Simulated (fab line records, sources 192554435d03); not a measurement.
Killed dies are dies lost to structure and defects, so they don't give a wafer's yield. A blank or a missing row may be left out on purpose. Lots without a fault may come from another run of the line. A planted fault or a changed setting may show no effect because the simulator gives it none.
Problem report in the 8D (eight disciplines) form, filled by code | flow n5_finfet | the parts of the form that need people (team, actions taken, sign-off) are left out

1. THE PROBLEM
bias_w at N5_BEOL_M8_ETCH_62 reads a mean of 141.0 W on 6 wafers of 2 lots; wafers without a fault read 150.0 W with a standard deviation of 0.43. That is -21 standard deviations from the usual mean.
The step: etches SOC in N2/H2, target depth 110 nm, overetch 22 nm, time 165 s.
First seen on wafer L631.1, day 11 02:58, on rie_diel-02. The record holds 33 wafers of 11 lots with a number at this step. Rule for "out", or "out of limits": more than 4 standard deviations from the usual mean. The other wafers with a number count as sound.

2. WHAT IT IS AND WHAT IT IS NOT
question                    | is                     | is not
which readings at this step | bias_w, rf_vpp_V       | drypump_motor_current_A, h2_flow_sccm, n2_flow_sccm, oes_product_au, showerhead_plenum_p_Torr
which lots                  | L631, L632             | L623, L627, L628, L629, L630, L633, L641, L644, L646
which wafers of those lots  | all that have a number | -
read on which tools         | rie_diel-02            | rie_diel-04, rie_diel-06
when                        | from day 11 02:58      | up to then (15 sound wafers); but 12 sound wafers of L633, L641, L644, L646 came after

3. SUSPECTS, AND WHAT RULES EACH OUT
Counting: a tool at a process step up to the reading stays a suspect if it ran every lot that is out and no sound lot after the first of them.
- rie_diel-02 at N5_BEOL_M8_ETCH_62 (etches SOC in N2/H2, target depth 110 nm, overetch 22 nm, time 165 s): kept. It ran every lot that is out, first L631 (day 11 02:58), and no sound lot after that; its last sound lot up to then is L629 (day 10 15:37). Its own readings are out on those wafers: bias_w, rf_vpp_V.
Left after counting: rie_diel-02 at N5_BEOL_M8_ETCH_62.

4. THE CAUSE (what the simulator had put in)
Process parameter drift: rie_diel-02, from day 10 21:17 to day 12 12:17, at N5_BEOL_M8_ETCH_62. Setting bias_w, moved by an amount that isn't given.
Counting left only this tool.

5. THE CHAIN OF EFFECTS, in route order
Each row: a reading whose mean over the struck wafers that have a number lies more than 3 standard deviations from the usual. Only readings for which the record gives a usual standard deviation are gone through. hours: the time from each lot's start at the first step in this table that gives one to its start at this step, as a median over the lots. sigmas: the change in usual standard deviations.
hours | step               | reading  | usual   | on struck wafers | change | sigmas
0     | N5_BEOL_M8_ETCH_62 | bias_w   | 150.0 W | 141.0            | -9.0   | -21
0     | N5_BEOL_M8_ETCH_62 | rf_vpp_V | 523.4 V | 502.9            | -20.5  | -9.3
The process steps in it:
- N5_BEOL_M8_ETCH_62: etches SOC in N2/H2, target depth 110 nm, overetch 22 nm, time 165 s.

6. WHAT WOULD HAVE CAUGHT IT SOONER
In this record the first reading out of limits was taken at day 11 02:58, 6 hours after the fault began at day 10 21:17.
